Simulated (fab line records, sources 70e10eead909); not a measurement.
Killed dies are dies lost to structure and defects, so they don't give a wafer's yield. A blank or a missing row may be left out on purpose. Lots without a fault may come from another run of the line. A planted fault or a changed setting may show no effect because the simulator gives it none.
fab line records | flow nand_harc
record lots=24 wafers=72 last_day=33
route steps=1302 shown P_GATE@172 P_M0@272
lots that met no fault: from a run of the same line without faults
start_h: hours from the record's first day to the start of the lot's first wafer shown | wait_h: hours since the lot's step before | " the same as in the row above | L1.1+2: a row that stands for several wafers | - no value, or no start given | * or withheld: withheld | < > ~ a bound
route shown NAME@n: a module of which the file shows steps, and the number in the route of the first | usual: mean/standard deviation of fault-free wafers | same: alike in all rows | chamber/n: place in a boat | sites: the reading at each site | _std_site: their standard deviation | _edge_site: outer sites' mean less inner sites' | radius_mm: how far each site lies from the wafer's centre | mask NAME#n: copy n | behind: the tool/chamber that last shaped the wafer | hold: why the lot was held/for how many hours/how that ended | device: the transistor (n, p or np) that didn't switch | end of line: the same wafers' tests at the end of the route | a step without rows: its recipe alone | killed: dies lost to structure and defects at the first sort, not the wafer's yield | map: a wafer's dies, x killed, . not, _ none there
set.NAME: the setting as run; set.NAME@STEP: as run at that earlier step | model.NAME: the simulator's own value behind a step, which no gauge read
steps of the route over a sample of lots; a table a step, a row a wafer
services: from which hour (start_h, from the record's first day; less than 0 if before it) a tool's chamber was out of use, for how many hours, and why
## steps
# step NHARC_P_GATE_DESCUM_48
# recipe time_s=3 o2_flow_sccm=200 ar_flow_sccm=0 bias_power_w=0 chemistry=O2
# usual drypump_motor_current_A=5.63/0.29 oes_product_au=0.998/0.015 rf_vpp_V=57.8/0.87 showerhead_plenum_p_Torr=1.93/0.079 throttle_valve_pct=11.312/0.0079
# same bias_power_w=0 time_s=3
# columns lot.wafer tool chamber start_h wait_h drypump_motor_current_A oes_product_au rf_hours_counter_h rf_vpp_V showerhead_plenum_p_Torr throttle_valve_pct
L074.4 rie_diel-08 3 112.02 - 5.67 0.983 6 56.8 1.80 11.322
L074.2 " 0 " " 5.69 0.994 5 57.7 1.98 11.312
L074.3 " 1 " " 5.93 1.008 6 57.7 1.88 11.301
L075.3 rie_diel-08 1 118.06 - 5.96 1.006 6 56.4 1.88 11.305
L075.2 " 2 " " 5.81 0.963 7 57.4 1.95 11.303
L075.5 " 0 " " 5.69 0.986 - 58.1 1.98 11.315
L076.1 rie_diel-11 0 126.50 - 5.72 0.963 2 58.9 2.02 11.319
L076.6 " 2 " " 5.43 0.979 - 57.7 2.01 11.313
L076.5 " 3 " " 5.48 1.014 - 56.4 1.95 11.306
L078.2 rie_diel-06 0 150.89 - 5.38 1.002 1 57.6 1.93 11.310
L078.4 " 3 " " 6.15 0.977 - 56.7 1.87 11.308
L078.5 " 0 " " 5.38 1.004 - 58.4 1.93 11.313
L077.1 rie_diel-08 1 151.51 - 5.98 0.998 8 57.9 1.88 11.311
L077.5 " 3 " " 5.72 0.989 - 56.6 1.80 11.327
L077.6 " 0 " " 5.65 1.014 - 58.1 1.98 11.321
L079.4 rie_diel-11 2 165.99 - 5.44 0.987 3 59.4 2.01 11.301
L079.2 " 3 " " 5.49 1.022 3 59.0 1.95 11.302
L079.5 " 2 " " 5.44 0.986 - 57.3 2.01 11.303
L080.4 rie_diel-08 0 166.32 - 5.69 0.996 7 58.2 1.98 11.321
L080.3 " 2 " " 5.80 0.999 8 58.8 1.95 11.320
L080.6 " 0 " " 5.67 1.004 - 58.0 1.98 11.304
L081.4 rie_diel-06 3 188.66 - 6.18 0.994 4 58.1 1.87 11.319
L081.6 " 3 " " 6.19 0.992 - 58.5 1.87 11.317
L081.5 " 0 " " 5.38 1.010 - 57.6 1.93 11.317
L082.1 rie_diel-11 2 193.72 - 5.44 0.989 6 56.9 2.01 11.312
L082.4 " 3 " " 5.48 1.023 7 58.8 1.95 11.310
L082.5 " 1 " " 4.97 1.016 - 56.4 1.88 11.320
L083.1 rie_diel-08 3 208.17 - 5.64 0.985 0 58.2 1.80 11.307
L083.2 " 2 " " 5.82 1.004 0 57.5 1.95 11.317
L083.6 " 3 " " 5.66 0.976 - 57.5 1.80 11.303
L084.3 rie_diel-11 3 209.24 - 5.46 1.019 7 59.0 1.95 11.313
L084.2 " 0 " " 5.70 0.991 7 59.0 2.01 11.307
L084.4 " 1 " " 4.97 1.009 7 58.3 1.88 11.323
L086.1 rie_diel-11 2 223.41 - 5.45 0.985 8 59.0 2.01 11.303
L086.2 " 1 " " 4.97 1.009 7 58.5 1.88 11.309
L086.5 " 3 " " 5.40 1.018 - 57.4 1.95 11.317
L085.4 rie_diel-11 2 223.75 - 5.44 0.983 8 59.3 2.01 11.318
L085.1 " 3 " " 5.47 1.025 8 58.9 1.95 11.312
L085.5 " 3 " " 5.46 1.025 - 57.4 1.95 11.316
L087.2 rie_diel-06 1 234.15 - 5.80 0.997 6 59.7 2.06 11.306
L087.3 " 2 " " 5.75 0.973 6 56.5 1.80 11.295
L087.1 " 3 " " 6.19 0.986 6 55.9 1.87 11.316
L088.3 rie_diel-08 1 252.93 - 5.95 1.017 3 57.6 1.87 11.321
L088.4 " 3 " " 5.65 0.987 2 57.9 1.80 11.318
L088.1 " 0 " " 5.67 0.993 2 58.3 1.98 11.309
L089.1 rie_diel-08 2 262.06 - 5.81 1.002 3 57.1 1.94 11.330
L089.3 " 3 " " 5.66 0.988 2 57.4 1.80 11.310
L089.2 " 0 " " 5.67 0.989 2 57.4 1.98 11.307
L090.3 rie_diel-11 2 265.86 - 5.46 1.018 0 57.3 2.01 11.320
L090.4 " 3 " " 5.47 1.026 0 57.2 1.95 11.324
L090.1 " 0 " " 5.71 0.989 0 57.3 2.01 11.309
L091.1 rie_diel-11 3 286.00 - 5.44 1.014 1 58.8 1.95 11.316
L091.3 " 0 " " 5.71 0.979 1 56.7 2.01 11.312
L091.5 " 0 " " 5.72 0.986 - 58.1 2.01 11.308
L092.1 rie_diel-06 2 290.27 - 5.73 0.988 11 57.6 1.80 11.317
L092.2 " 3 " " 6.17 0.974 12 57.2 1.87 11.312
L092.4 " 0 " " 5.39 0.996 12 58.6 1.93 11.314
L093.1 rie_diel-11 3 296.84 - 5.44 1.005 1 59.1 1.95 11.324
L093.3 " 0 " " 5.70 0.996 1 58.4 2.01 11.318
L093.5 " 0 " " 5.73 0.992 - 57.0 2.01 11.310
L094.1 rie_diel-08 0 313.85 - 5.67 1.000 5 57.8 1.98 11.302
L094.4 " 3 " " 5.65 0.991 6 56.5 1.79 11.316
L094.5 " 0 " " 5.67 0.993 - 59.1 1.98 11.303
L095.3 rie_diel-06 1 316.65 - 5.77 1.002 0 57.2 2.06 11.322
L095.1 " 2 " " 5.74 0.995 0 55.8 1.80 11.309
L095.4 " 0 " " 5.38 1.000 0 57.0 1.93 11.307
L096.1 rie_diel-06 1 328.83 - 5.80 0.973 0 58.3 2.06 11.334
L096.3 " 2 " " 5.77 0.980 0 57.3 1.80 11.310
L096.2 " 3 " " 6.17 0.975 0 56.9 1.87 11.326
L097.1 rie_diel-06 2 335.98 - 5.74 0.987 0 57.9 1.80 11.328
L097.6 " 2 " " 5.74 0.984 - 56.9 1.80 11.307
L097.5 " 3 " " 6.18 0.983 - 57.4 1.87 11.311
# step NHARC_P_GATE_DESCUM_61
# recipe time_s=3 o2_flow_sccm=200 ar_flow_sccm=0 bias_power_w=0 chemistry=O2
# usual drypump_motor_current_A=5.6/0.31 oes_product_au=1.001/0.014 rf_vpp_V=57.7/0.86 showerhead_plenum_p_Torr=1.93/0.081 throttle_valve_pct=11.311/0.0091
# same bias_power_w=0 time_s=3
# columns lot.wafer tool chamber start_h wait_h drypump_motor_current_A oes_product_au rf_hours_counter_h rf_vpp_V showerhead_plenum_p_Torr throttle_valve_pct
L074.2 rie_diel-06 3 113.77 - 6.2 0.974 10 59.0 1.87 11.306
L074.3 " 0 " " 5.4 1.013 12 58.7 1.93 11.319
L074.4 " 2 " " 5.8 0.975 11 57.2 1.80 11.306
L075.3 rie_diel-06 3 119.67 - 6.2 0.993 10 57.2 1.87 11.301
L075.2 " 0 " " 5.4 1.014 13 57.0 1.93 11.316
L075.5 " 3 " " 6.2 0.985 - 56.2 1.87 11.301
L076.1 rie_diel-06 0 128.25 - 5.4 1.011 14 57.8 1.93 11.310
L076.5 " 2 " " 5.7 0.992 - 56.8 1.80 11.301
L076.6 " 0 " " 5.4 1.010 - 59.3 1.93 11.311
L078.4 rie_diel-11 0 152.58 - 5.7 0.987 3 58.9 2.02 11.312
L078.2 " 2 " " 5.4 0.980 2 58.1 2.01 11.315
L078.5 " 0 " " 5.7 0.978 - 57.9 2.02 11.293
L077.1 rie_diel-06 2 153.24 - 5.8 0.997 1 56.8 1.80 11.314
L077.6 " 2 " " 5.8 0.994 - 58.7 1.80 11.294
L077.5 " 3 " " 6.2 0.984 - 57.1 1.87 11.316
L079.4 rie_diel-06 3 167.62 - 6.2 0.998 2 57.5 1.87 11.311
L079.2 " 2 " " 5.7 0.998 2 56.6 1.80 11.311
L079.5 " 0 " " 5.4 1.002 - 56.4 1.93 11.305
L080.4 rie_diel-11 0 168.42 - 5.7 0.983 3 56.3 2.02 11.303
L080.3 " 2 " " 5.4 0.993 3 58.6 2.01 11.311
L080.6 " 0 " " 5.7 0.998 - 58.4 2.02 11.304
L081.4 rie_diel-06 3 190.33 - 6.2 1.000 4 56.3 1.87 11.315
L081.6 " 0 " " 5.4 0.996 - 56.6 1.93 11.319
L081.5 " 1 " " 5.8 1.013 - 58.7 2.06 11.311
L082.1 rie_diel-06 2 195.47 - 5.7 0.995 5 57.0 1.80 11.314
L082.4 " 0 " " 5.4 0.997 4 57.2 1.93 11.315
L082.5 " 2 " " 5.7 0.998 - 56.8 1.80 11.318
L083.1 rie_diel-06 1 209.83 - 5.8 1.020 5 58.3 2.06 11.300
L083.2 " 2 " " 5.7 0.998 5 58.1 1.80 11.309
L083.6 " 0 " " 5.4 1.008 - 58.0 1.93 11.319
L084.4 rie_diel-11 3 210.99 - 5.4 1.022 7 57.8 1.95 11.309
L084.3 " 0 " " 5.7 0.982 7 57.1 2.02 11.292
L084.2 " 1 " " 4.9 1.006 7 56.9 1.88 11.297
L086.1 rie_diel-06 2 225.19 - 5.8 0.991 6 57.8 1.80 11.327
L086.2 " 0 " " 5.4 1.011 6 57.6 1.93 11.311
L086.5 " 2 " " 5.8 1.003 - 56.6 1.80 11.326
L085.1 rie_diel-11 2 225.57 - 5.5 0.998 8 57.3 2.01 11.320
L085.4 " 3 " " 5.4 1.021 8 59.3 1.95 11.309
L085.5 " 0 " " 5.7 0.998 - 58.3 2.01 11.309
L087.3 rie_diel-11 3 235.95 - 5.5 1.021 8 56.1 1.95 11.298
L087.2 " 0 " " 5.7 0.984 7 58.7 2.01 11.308
L087.1 " 2 " " 5.4 0.990 8 57.5 2.01 11.306
L088.3 rie_diel-08 3 259.80 - 5.7 0.992 2 57.3 1.80 11.304
L088.4 " 0 " " 5.7 1.001 2 57.5 1.98 11.299
L088.1 " 1 " " 6.0 1.032 3 57.9 1.87 11.312
L089.1 rie_diel-08 3 264.48 - 5.7 0.991 2 56.6 1.80 11.315
L089.3 " 0 " " 5.7 0.993 2 58.6 1.98 11.328
L089.2 " 1 " " 6.0 1.013 3 57.5 1.87 11.320
L090.4 rie_diel-11 2 267.60 - 5.4 1.002 0 57.4 2.01 11.307
L090.3 " 3 " " 5.5 1.025 0 57.9 1.95 11.299
L090.1 " 0 " " 5.7 0.987 0 58.5 2.01 11.306
L091.1 rie_diel-06 1 287.75 - 5.8 1.003 11 58.1 2.06 11.301
L091.3 " 3 " " 6.2 0.983 11 57.9 1.87 11.308
L091.5 " 2 " " 5.7 1.004 - 56.6 1.80 11.312
L092.2 rie_diel-11 2 292.01 - 5.4 0.995 1 58.0 2.01 11.290
L092.4 " 3 " " 5.5 1.006 1 58.0 1.95 11.315
L092.1 " 1 " " 5.0 1.003 1 56.9 1.87 11.307
L093.3 rie_diel-11 1 298.60 - 5.0 1.017 1 58.9 1.87 11.323
L093.1 " 3 " " 5.5 1.007 1 57.2 1.95 11.314
L093.5 " 1 " " 5.0 1.013 - 57.1 1.87 11.318
L094.4 rie_diel-08 0 315.64 - 5.7 0.991 5 58.7 1.98 11.314
L094.1 " 3 " " 5.6 0.983 6 57.1 1.79 11.307
L094.5 " 0 " " 5.7 0.990 - 57.1 1.98 11.321
L095.4 rie_diel-06 3 318.29 - 6.2 0.971 0 57.4 1.87 11.315
L095.3 " 0 " " 5.4 1.026 0 58.1 1.93 11.313
L095.1 " 1 " " 5.8 0.987 0 59.0 2.06 11.293
L096.2 rie_diel-11 3 330.60 - 5.4 1.023 3 57.9 1.95 11.298
L096.1 " 0 " " 5.7 0.979 3 57.8 2.01 11.309
L096.3 " 1 " " 5.0 1.005 3 57.6 1.87 11.321
L097.1 rie_diel-08 3 337.64 - 5.6 0.997 6 57.5 1.79 11.289
L097.5 " 1 " " 6.0 1.017 - 57.5 1.87 11.313
L097.6 " 2 " " 5.8 0.999 - 57.3 1.94 11.331
# step NHARC_P_GATE_DESCUM_93
# recipe time_s=3 o2_flow_sccm=200 ar_flow_sccm=0 bias_power_w=0 chemistry=O2
# usual drypump_motor_current_A=5.70/0.28 oes_product_au=0.998/0.014 rf_vpp_V=57.7/0.92 showerhead_plenum_p_Torr=1.92/0.081 throttle_valve_pct=11.311/0.0089
# same bias_power_w=0 time_s=3
# columns lot.wafer tool chamber start_h wait_h drypump_motor_current_A oes_product_au rf_hours_counter_h rf_vpp_V showerhead_plenum_p_Torr throttle_valve_pct
L074.4 rie_diel-06 0 115.36 - 5.41 1.017 12 57.9 1.93 11.308
L074.2 " 1 " " 5.82 1.009 11 59.0 2.06 11.318
L074.3 " 2 " " 5.76 0.985 11 58.3 1.80 11.329
L075.3 rie_diel-11 2 121.39 - 5.45 1.002 1 57.6 2.01 11.299
L075.2 " 3 " " 5.46 1.023 2 57.5 1.95 11.316
L075.5 " 1 " " 4.95 1.001 - 57.6 1.88 11.311
L076.1 rie_diel-08 3 129.83 - 5.75 0.976 7 56.0 1.80 11.320
L076.5 " 3 " " 5.71 0.983 - 56.1 1.80 11.303
L076.6 " 1 " " 5.97 1.017 - 57.9 1.88 11.327
L078.2 rie_diel-11 0 154.29 - 5.69 0.982 3 57.7 2.02 11.314
L078.4 " 1 " " 4.96 1.011 2 57.1 1.88 11.314
L078.5 " 3 " " 5.47 1.019 - 58.6 1.95 11.327
L077.1 rie_diel-08 1 154.95 - 5.99 0.997 8 57.2 1.88 11.287
L077.5 " 0 " " 5.70 1.005 - 56.8 1.98 11.306
L077.6 " 1 " " 5.99 1.002 - 58.5 1.88 11.302
L079.2 rie_diel-06 3 169.22 - 6.17 0.988 2 56.4 1.87 11.319
L079.4 " 1 " " 5.81 0.996 1 59.1 2.06 11.299
L079.5 " 3 " " 6.19 0.991 - 57.6 1.87 11.324
L080.4 rie_diel-08 0 169.99 - 5.68 0.994 7 59.0 1.98 11.312
L080.3 " 3 " " 5.68 1.000 8 58.6 1.80 11.306
L080.6 " 0 " " 5.70 1.002 - 59.0 1.98 11.319
L081.4 rie_diel-06 0 192.00 - 5.39 1.004 3 58.2 1.93 11.309
L081.6 " 0 " " 5.38 1.004 - 58.6 1.93 11.321
L081.5 " 1 " " 5.80 1.012 - 57.0 2.06 11.313
L082.1 rie_diel-06 3 197.06 - 6.18 0.997 4 57.2 1.87 11.308
L082.4 " 0 " " 5.39 0.991 4 58.3 1.93 11.310
L082.5 " 3 " " 6.19 1.002 - 57.8 1.87 11.309
L083.2 rie_diel-08 2 211.52 - 5.83 1.008 1 60.1 1.94 11.304
L083.1 " 3 " " 5.69 0.977 0 57.4 1.80 11.306
L083.6 " 2 " " 5.80 1.001 - 58.4 1.94 11.312
L084.4 rie_diel-11 1 212.70 - 4.94 1.014 7 57.6 1.88 11.309
L084.3 " 2 " " 5.47 0.972 7 58.5 2.01 11.318
L084.2 " 3 " " 5.42 1.026 8 56.9 1.95 11.291
L086.1 rie_diel-08 1 226.89 - 5.98 1.014 2 56.0 1.87 11.308
L086.2 " 2 " " 5.81 1.000 2 57.0 1.94 11.332
L086.5 " 1 " " 5.97 1.004 - 57.4 1.87 11.295
L085.4 rie_diel-11 0 227.27 - 5.70 0.985 7 57.4 2.01 11.320
L085.1 " 2 " " 5.45 0.992 8 58.4 2.01 11.304
L085.5 " 3 " " 5.46 1.026 - 56.7 1.95 11.313
L087.2 rie_diel-08 2 237.66 - 5.80 1.010 2 57.7 1.94 11.312
L087.3 " 3 " " 5.68 0.986 1 55.8 1.80 11.295
L087.1 " 0 " " 5.69 0.993 1 58.8 1.98 11.307
L088.4 rie_diel-06 0 261.96 - 5.37 1.009 9 57.7 1.93 11.306
L088.1 " 1 " " 5.82 1.024 8 57.9 2.06 11.323
L088.3 " 2 " " 5.77 0.995 9 56.3 1.80 11.329
L089.2 rie_diel-06 3 266.19 - 6.15 0.987 9 56.8 1.87 11.300
L089.1 " 0 " " 5.40 1.000 9 57.9 1.93 11.320
L089.3 " 1 " " 5.81 1.003 9 56.5 2.06 11.320
L090.4 rie_diel-08 1 269.31 - 5.97 1.026 4 57.8 1.87 11.297
L090.1 " 2 " " 5.82 1.001 4 58.1 1.94 11.305
L090.3 " 3 " " 5.69 0.984 3 57.2 1.79 11.309
L091.3 rie_diel-11 2 289.39 - 5.46 1.008 1 58.2 2.01 11.312
L091.1 " 1 " " 4.97 1.006 1 58.1 1.87 11.308
L091.5 " 3 " " 5.45 1.025 - 58.7 1.95 11.315
L092.4 rie_diel-08 0 293.59 - 5.67 0.990 4 57.8 1.98 11.319
L092.1 " 1 " " 5.93 1.013 5 57.5 1.87 11.317
L092.2 " 3 " " 5.66 0.988 5 56.2 1.80 11.309
L093.3 rie_diel-06 1 300.31 - 5.79 1.006 13 57.5 2.06 11.314
L093.1 " 0 " " 5.38 1.001 13 58.2 1.93 11.291
L093.5 " 2 " " 5.75 1.003 - 59.1 1.80 11.314
L094.1 rie_diel-06 0 317.36 - 5.36 1.017 0 58.5 1.93 11.319
L094.4 " 2 " " 5.76 0.974 0 58.0 1.80 11.315
L094.5 " 0 " " 5.38 1.013 - 57.6 1.93 11.311
L095.4 rie_diel-08 3 320.01 - 5.69 0.991 6 55.1 1.80 11.294
L095.3 " 1 " " 5.95 1.015 5 57.6 1.87 11.299
L095.1 " 2 " " 5.82 1.008 6 59.5 1.94 11.318
L096.1 rie_diel-06 0 332.29 - 5.39 1.019 0 58.0 1.93 11.310
L096.2 " 1 " " 5.80 0.978 0 58.9 2.06 11.303
L096.3 " 3 " " 6.19 0.969 0 57.7 1.87 11.308
L097.1 rie_diel-06 1 339.41 - 5.79 0.997 0 58.7 2.06 11.298
L097.5 " 2 " " 5.75 0.987 - 57.9 1.80 11.298
L097.6 " 3 " " 6.18 0.979 - 57.7 1.87 11.300
# step NHARC_P_M0_DEGAS_28
# recipe temp_c=250 time_s=60
# usual heater_power_w=321/23
# same time_s=60
# columns lot.wafer tool chamber start_h wait_h heater_power_w
L074.4 pvd_sputter-01 - 125.58 - 332
L074.2 " - " " 332
L074.3 " - " " 359
L075.3 pvd_sputter-02 - 131.39 - 278
L075.2 " - " " 308
L075.5 " - " " 305
L076.1 pvd_sputter-02 - 139.61 - 306
L076.5 " - " " 283
L076.6 " - " " 310
L078.2 pvd_sputter-02 - 164.14 - 303
L078.4 " - " " 326
L078.5 " - " " 300
L077.1 pvd_sputter-03 - 164.79 - 320
L077.6 " - " " 316
L077.5 " - " " 337
L079.2 pvd_sputter-02 - 179.60 - 279
L079.4 " - " " 315
L079.5 " - " " 281
L080.3 pvd_sputter-02 - 180.23 - 284
L080.4 " - " " 299
L080.6 " - " " 319
L081.4 pvd_sputter-01 - 201.93 - 360
L081.6 " - " " 370
L081.5 " - " " 340
L082.1 pvd_sputter-03 - 206.96 - 312
L082.4 " - " " 317
L082.5 " - " " 313
L083.1 pvd_sputter-03 - 221.43 - 314
L083.2 " - " " 318
L083.6 " - " " 336
L084.2 pvd_sputter-01 - 222.51 - 324
L084.4 " - " " 357
L084.3 " - " " 334
L086.2 pvd_sputter-01 - 237.38 - 377
L086.1 " - " " 321
L086.5 " - " " 323
L085.1 pvd_sputter-02 - 238.29 - 295
L085.4 " - " " 279
L085.5 " - " " 316
L087.2 pvd_sputter-02 - 247.35 - 306
L087.3 " - " " 278
L087.1 " - " " 306
L088.3 pvd_sputter-01 - 272.27 - 312
L088.4 " - " " 320
L088.1 " - " " 320
L089.3 pvd_sputter-01 - 277.12 - 322
L089.1 " - " " 323
L089.2 " - " " 324
L090.3 pvd_sputter-01 - 279.77 - 372
L090.4 " - " " 302
L090.1 " - " " 330
L091.3 pvd_sputter-02 - 299.32 - 350
L091.1 " - " " 313
L091.5 " - " " 308
L092.4 pvd_sputter-02 - 303.46 - 282
L092.2 " - " " 351
L092.1 " - " " 303
L093.1 pvd_sputter-03 - 309.90 - 343
L093.3 " - " " 331
L093.5 " - " " 341
L094.4 pvd_sputter-02 - 330.86 - 278
L094.1 " - " " 310
L094.5 " - " " 287
L095.1 pvd_sputter-01 - 331.07 - 374
L095.3 " - " " 315
L095.4 " - " " 324
L096.3 pvd_sputter-03 - 343.68 - 342
L096.1 " - " " 319
L096.2 " - " " 335
L097.1 pvd_sputter-02 - 349.31 - 349
L097.5 " - " " 305
L097.6 " - " " 352
# step NHARC_P_M0_PVD_20
# recipe target_thk_a=50 bias_v=168.6 power_w=15000 chamber_pressure_pa=0.12 time_s=8.06 substrate_temp_c=50 material=TaN
# usual substrate_temp_c=50.00/0.11 throttle_valve_pct=30.2/1.3
# same time_s=8.06
# columns lot.wafer tool chamber start_h wait_h substrate_temp_c throttle_valve_pct
L074.4 pvd_sputter-01 - - - 49.92 30.0
L074.2 " - " " 50.03 30.9
L074.3 " - " " 50.06 32.0
L075.3 pvd_sputter-02 - - - 50.15 30.6
L075.2 " - " " 49.95 29.9
L075.5 " - " " 50.03 30.4
L076.1 pvd_sputter-02 - - - 50.19 30.3
L076.6 " - " " 50.04 28.9
L076.5 " - " " 50.15 28.6
L078.4 pvd_sputter-02 - - - 49.92 30.2
L078.2 " - " " 49.89 28.7
L078.5 " - " " 50.06 28.7
L077.1 pvd_sputter-03 - - - 50.02 32.3
L077.6 " - " " 50.20 27.6
L077.5 " - " " 49.72 29.1
L079.4 pvd_sputter-02 - - - 50.12 28.7
L079.2 " - " " 49.92 30.8
L079.5 " - " " 49.94 30.8
L080.4 pvd_sputter-02 - - - 50.22 28.7
L080.3 " - " " 50.13 30.1
L080.6 " - " " 50.07 28.5
L081.4 pvd_sputter-01 - - - 50.03 30.7
L081.5 " - " " 50.03 30.8
L081.6 " - " " 50.07 32.3
L082.1 pvd_sputter-03 - - - 49.90 30.3
L082.4 " - " " 50.09 32.6
L082.5 " - " " 50.06 32.8
L083.2 pvd_sputter-03 - - - 50.03 28.2
L083.1 " - " " 50.10 30.1
L083.6 " - " " 50.05 29.3
L084.3 pvd_sputter-01 - - - 49.81 30.7
L084.4 " - " " 49.91 31.8
L084.2 " - " " 49.86 30.2
L086.2 pvd_sputter-01 - - - 49.89 31.3
L086.1 " - " " 49.91 32.0
L086.5 " - " " 50.01 31.1
L085.1 pvd_sputter-02 - - - 50.01 28.6
L085.4 " - " " 49.95 30.7
L085.5 " - " " 50.08 28.6
L087.2 pvd_sputter-02 - - - 50.02 28.9
L087.1 " - " " 49.93 28.4
L087.3 " - " " 49.83 30.9
L088.3 pvd_sputter-01 - - - 49.88 30.4
L088.4 " - " " 49.83 31.0
L088.1 " - " " 49.87 31.8
L089.3 pvd_sputter-01 - - - 50.00 31.5
L089.1 " - " " 50.07 31.3
L089.2 " - " " 50.01 32.1
L090.1 pvd_sputter-01 - - - 49.98 32.1
L090.3 " - " " 50.00 31.1
L090.4 " - " " 49.90 30.4
L091.1 pvd_sputter-02 - - - 49.91 30.1
L091.3 " - " " 50.09 28.9
L091.5 " - " " 50.16 30.1
L092.4 pvd_sputter-02 - - - 49.97 30.7
L092.2 " - " " 49.84 28.9
L092.1 " - " " 50.07 30.2
L093.3 pvd_sputter-03 - - - 50.01 29.5
L093.1 " - " " 50.24 30.2
L093.5 " - " " 49.84 32.5
L094.1 pvd_sputter-02 - - - 50.04 29.0
L094.4 " - " " 49.92 30.2
L094.5 " - " " 49.96 28.8
L095.1 pvd_sputter-01 - - - 49.97 31.1
L095.4 " - " " 50.11 31.7
L095.3 " - " " 49.99 30.8
L096.1 pvd_sputter-03 - - - 49.99 28.0
L096.3 " - " " 49.98 30.5
L096.2 " - " " 49.93 28.9
L097.1 pvd_sputter-02 - - - 49.96 29.2
L097.6 " - " " 50.10 29.0
L097.5 " - " " 49.87 30.2
# step NHARC_P_M0_CMP_23
# recipe t_overpolish_s=20 target_thk_nm=117.54
# usual motor_current_A=12.1/1.2 retaining_ring_pressure_frac=1.000/0.0047 time_to_endpoint_s=28.1/2.9
# columns lot.wafer tool chamber start_h wait_h motor_current_A retaining_ring_pressure_frac time_to_endpoint_s
L074.2 cmp-01 0 126.65 - 11.4 1.002 29.7
L074.4 " 2 " " 12.6 0.996 25.6
L074.3 " 3 " " 10.9 0.994 23.9
L075.3 cmp-01 0 132.46 - 12.0 1.008 27.9
L075.2 " 2 " " 12.5 0.993 25.3
L075.5 " 0 " " 11.3 1.004 29.4
L076.1 cmp-03 0 140.74 - 12.6 1.009 29.7
L076.6 " 2 " " 11.8 1.001 27.1
L076.5 " 3 " " 13.5 0.999 29.3
L078.4 cmp-01 1 165.28 - 14.2 1.000 31.6
L078.2 " 2 " " 12.3 1.001 25.0
L078.5 " 0 " " 11.7 1.003 26.9
L077.1 cmp-01 2 165.93 - 11.7 1.003 24.3
L077.6 " 0 " " 11.8 0.999 26.5
L077.5 " 1 " " 13.8 1.002 31.8
L079.4 cmp-01 1 180.70 - 14.0 0.990 29.2
L079.2 " 2 " " 12.3 1.006 25.6
L079.5 " 0 " " 11.5 0.998 26.4
L080.3 cmp-03 0 181.32 - 13.2 1.005 27.5
L080.4 " 2 " " 12.1 1.002 26.1
L080.6 " 0 " " 12.6 1.000 24.6
L081.4 cmp-02 2 203.10 - 11.6 1.000 28.1
L081.5 " 3 " " 10.8 1.006 23.7
L081.6 " 0 " " 10.2 1.006 27.3
L082.4 cmp-01 3 208.05 - 11.6 1.004 25.5
L082.1 " 0 " " 11.8 1.004 27.5
L082.5 " 3 " " 12.0 1.000 22.8
L083.1 cmp-03 0 222.56 - 12.8 1.010 28.7
L083.2 " 1 " " 11.0 1.006 29.9
L083.6 " 3 " " 13.2 1.002 26.5
L084.4 cmp-02 0 223.60 - 9.9 1.004 27.7
L084.3 " 2 " " 12.3 1.001 30.2
L084.2 " 3 " " 10.3 0.994 27.7
L086.1 cmp-02 1 238.48 - 13.5 0.997 32.0
L086.2 " 3 " " 10.4 1.001 27.7
L086.5 " 1 " " 13.7 1.000 28.8
L085.4 cmp-03 0 239.37 - 13.2 0.999 26.9
L085.1 " 3 " " 12.8 1.002 26.0
L085.5 " 0 " " 12.4 1.003 27.6
L087.3 cmp-01 3 248.42 - 11.8 0.989 25.2
L087.2 " 1 " " 13.5 0.989 34.6
L087.1 " 2 " " 11.9 1.006 26.1
L088.3 cmp-01 2 273.38 - 11.8 0.998 27.3
L088.1 " 3 " " 11.1 0.997 24.6
L088.4 " 0 " " 12.0 0.997 26.9
L089.3 cmp-01 2 278.23 - 12.4 0.994 26.8
L089.2 " 3 " " 11.6 0.997 23.6
L089.1 " 0 " " 12.0 1.003 29.7
L090.3 cmp-02 1 280.87 - 14.3 0.999 29.3
L090.4 " 3 " " 10.2 1.001 26.1
L090.1 " 0 " " 9.6 1.006 26.6
L091.1 cmp-01 0 300.46 - 12.0 0.997 30.1
L091.3 " 1 " " 13.8 1.004 37.8
L091.5 " 3 " " 11.5 0.999 26.9
L092.2 cmp-03 2 304.57 - 11.3 0.996 27.7
L092.4 " 3 " " 12.7 0.999 25.9
L092.1 " 0 " " 12.7 1.001 27.8
L093.3 cmp-01 2 310.99 - 12.3 0.991 22.5
L093.1 " 0 " " 11.5 1.006 28.6
L093.5 " 2 " " 12.3 1.013 24.4
L094.4 cmp-01 0 331.94 - 11.6 1.005 27.1
L094.1 " 3 " " 11.3 1.002 25.2
L094.5 " 0 " " 11.8 0.998 28.4
L095.3 cmp-03 2 332.15 - 11.3 1.004 30.6
L095.1 " 3 " " 13.2 1.003 26.1
L095.4 " 0 " " 12.9 0.991 26.2
L096.3 cmp-03 0 344.79 - 13.2 1.002 28.7
L096.2 " 1 " " 10.9 1.000 32.9
L096.1 " 2 " " 11.3 1.004 31.5
L097.1 cmp-03 1 350.39 - 11.0 0.998 34.3
L097.6 " 1 " " 11.0 0.998 29.7
L097.5 " 2 " " 11.3 0.998 28.7
## services
# columns tool chamber start_h hours kind
rie_diel-06 - 96.72 0.3 repair
pvd_sputter-02 - 104.03 10.0 pm
rie_diel-08 2 121.14 22.7 repair
rie_diel-06 3 122.21 8.9 repair
cmp-01 - 124.49 0.5 repair
pvd_sputter-01 - 128.80 3.5 repair
rie_diel-06 - 130.20 9.0 pm
cmp-01 - 138.36 0.6 repair
rie_diel-06 1 144.92 6.8 repair
cmp-01 - 145.63 2.4 repair
rie_diel-06 2 150.52 2.1 repair
cmp-01 - 159.68 0.4 repair
cmp-01 - 172.33 6.8 repair
cmp-01 - 185.70 4.0 pm
rie_diel-08 - 190.80 9.0 pm
cmp-01 - 225.29 0.4 repair
pvd_sputter-01 - 226.01 10.0 pm
rie_diel-08 1 231.09 10.1 repair
rie_diel-11 - 255.58 9.0 pm
pvd_sputter-02 - 282.03 10.0 pm
rie_diel-06 - 307.20 9.0 pm
pvd_sputter-01 - 309.76 10.0 repair
pvd_sputter-01 - 338.50 2.5 repair
pvd_sputter-02 - 350.20 3.9 repair
## key
fault none
